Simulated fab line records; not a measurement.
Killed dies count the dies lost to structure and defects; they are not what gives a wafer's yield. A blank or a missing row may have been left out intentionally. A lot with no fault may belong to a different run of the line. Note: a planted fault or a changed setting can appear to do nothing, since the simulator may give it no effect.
Split-lot trial | flow n5Finfet | on a route of 1938 steps: 7 lots, 39 wafers read

== THE SPLIT ==
At N5_MIM_BOT_SPUTTER_00 (material TiN, target thk 35 nm, time 89.7 s), the setting timeS was moved away from the recipe's 89.7 s on 12 of the 39 wafers read, by -37.5% to +36.7%. The other wafers ran this setting at the recipe's value.

The split's own step is where the reading is taken.

== THE READING ==
TiN_of_MIM_BOT_SPUTTER_00.thkNm (the simulator's own value, which no gauge read), in nm, at N5_MIM_BOT_SPUTTER_00 (material TiN, target thk 35 nm, time 89.7 s). The file does not state a usual value for it. The 27 wafers here that ran the recipe average 34.6 nm, standard deviation 0.29 nm.

wafer  | tool, chamber at the split | timeS as run, s | against the recipe | TiN_of_MIM_BOT_SPUTTER_00.thkNm, nm | against lot-mates on the recipe
L075.1 | pvdSputter-02, -           | 117             | +30.4%             | 44.8                                | +10.5
L075.2 | pvdSputter-02, -           | 117             | +30.4%             | 44.8                                | +10.5
L075.3 | pvdSputter-02, -           | 89.7            | recipe             | 34.2                                | -
L075.5 | pvdSputter-02, -           | 89.7            | recipe             | 34.2                                | -
L075.4 | pvdSputter-02, -           | 117             | +30.4%             | 45                                  | +10.7
L075.6 | pvdSputter-02, -           | 89.7            | recipe             | 34.4                                | -
L074.1 | pvdSputter-02, -           | 89.7            | recipe             | 34.4                                | -
L074.2 | pvdSputter-02, -           | 110.5           | +23.2%             | 42.4                                | +7.8
L074.3 | pvdSputter-02, -           | 89.7            | recipe             | 34.8                                | -
L074.4 | pvdSputter-02, -           | 89.7            | recipe             | 34.6                                | -
L074.5 | pvdSputter-02, -           | 110.5           | +23.2%             | 42.6                                | +8.0
L074.6 | pvdSputter-02, -           | 110.5           | +23.2%             | 42.8                                | +8.2
L078.1 | pvdSputter-02, -           | 89.7            | recipe             | 35                                  | -
L078.2 | pvdSputter-02, -           | 89.7            | recipe             | 34.6                                | -
L078.6 | pvdSputter-02, -           | 89.7            | recipe             | 34.6                                | -
L079.1 | pvdSputter-01, -           | 122.6           | +36.7%             | 48                                  | +12.9
L079.4 | pvdSputter-01, -           | 122.6           | +36.7%             | 48                                  | +12.9
L079.2 | pvdSputter-01, -           | 89.7            | recipe             | 35                                  | -
L079.3 | pvdSputter-01, -           | 122.6           | +36.7%             | 48.2                                | +13.1
L079.5 | pvdSputter-01, -           | 89.7            | recipe             | 35.2                                | -
L079.6 | pvdSputter-01, -           | 89.7            | recipe             | 35.2                                | -
L081.1 | pvdSputter-02, -           | 89.7            | recipe             | 34.4                                | -
L081.3 | pvdSputter-02, -           | 89.7            | recipe             | 34.4                                | -
L081.4 | pvdSputter-02, -           | 89.7            | recipe             | 34.4                                | -
L081.2 | pvdSputter-02, -           | 89.7            | recipe             | 34.8                                | -
L081.6 | pvdSputter-02, -           | 89.7            | recipe             | 34.8                                | -
L081.5 | pvdSputter-02, -           | 89.7            | recipe             | 34.2                                | -
L085.1 | pvdSputter-02, -           | 89.7            | recipe             | 35                                  | -
L085.4 | pvdSputter-02, -           | 89.7            | recipe             | 35                                  | -
L085.5 | pvdSputter-02, -           | 89.7            | recipe             | 35                                  | -
L085.2 | pvdSputter-02, -           | 56.02           | -37.5%             | 21.8                                | -13.2
L085.6 | pvdSputter-02, -           | 56.02           | -37.5%             | 21.8                                | -13.2
L085.3 | pvdSputter-02, -           | 56.02           | -37.5%             | 21.4                                | -13.6
L097.1 | pvdSputter-01, -           | 89.7            | recipe             | 34.6                                | -
L097.4 | pvdSputter-01, -           | 89.7            | recipe             | 34.6                                | -
L097.5 | pvdSputter-01, -           | 89.7            | recipe             | 34.6                                | -
L097.6 | pvdSputter-01, -           | 89.7            | recipe             | 34.6                                | -
L097.2 | pvdSputter-01, -           | 89.7            | recipe             | 34.4                                | -
L097.3 | pvdSputter-01, -           | 89.7            | recipe             | 34.4                                | -

FIT RESULTS
A straight line over all 39 wafers: TiN_of_MIM_BOT_SPUTTER_00.thkNm changes by +0.349 nm for each +1% of timeS; r = +1.00; the points scatter about the line by 0.34 nm.
The same after taking each lot's own level away (the mean of its wafers on the recipe; 39 wafers): +0.352 nm for each +1%; r = +1.00; scatter 0.16 nm.
On that fit, the largest move of timeS shifts the reading by 13 nm.
From 34.27 to 35.13 nm: that is the span of the lots' own levels, equal to 2.9 times the standard deviation above.
The two slopes are in agreement: the lot-to-lot level therefore moves the slope only a little.
Check: with one of the wafers moved furthest among these (-37.5%) left out of the fit, the line predicts -13.2 nm for it against its lot-mates. It came out at -13.2 nm against them.

== FURTHER SPLITS ON THESE WAFERS ==
These wafers also went through other splits before the reading. Each is held against what the fit with the lots' levels taken away leaves over:
other split on the same wafers   | wafers away from the commonest value | r with TiN_of_MIM_BOT_SPUTTER_00.thkNm (lot level and that fit taken away)
N5_BEOL_M14_TRENCH_ETCH_34 timeS | 18                                   | -0.27

== FILE'S OWN FIT ==
TiN_of_MIM_BOT_SPUTTER_00.thkNm changes by +0.352 nm for each +1% of timeS, r = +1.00.
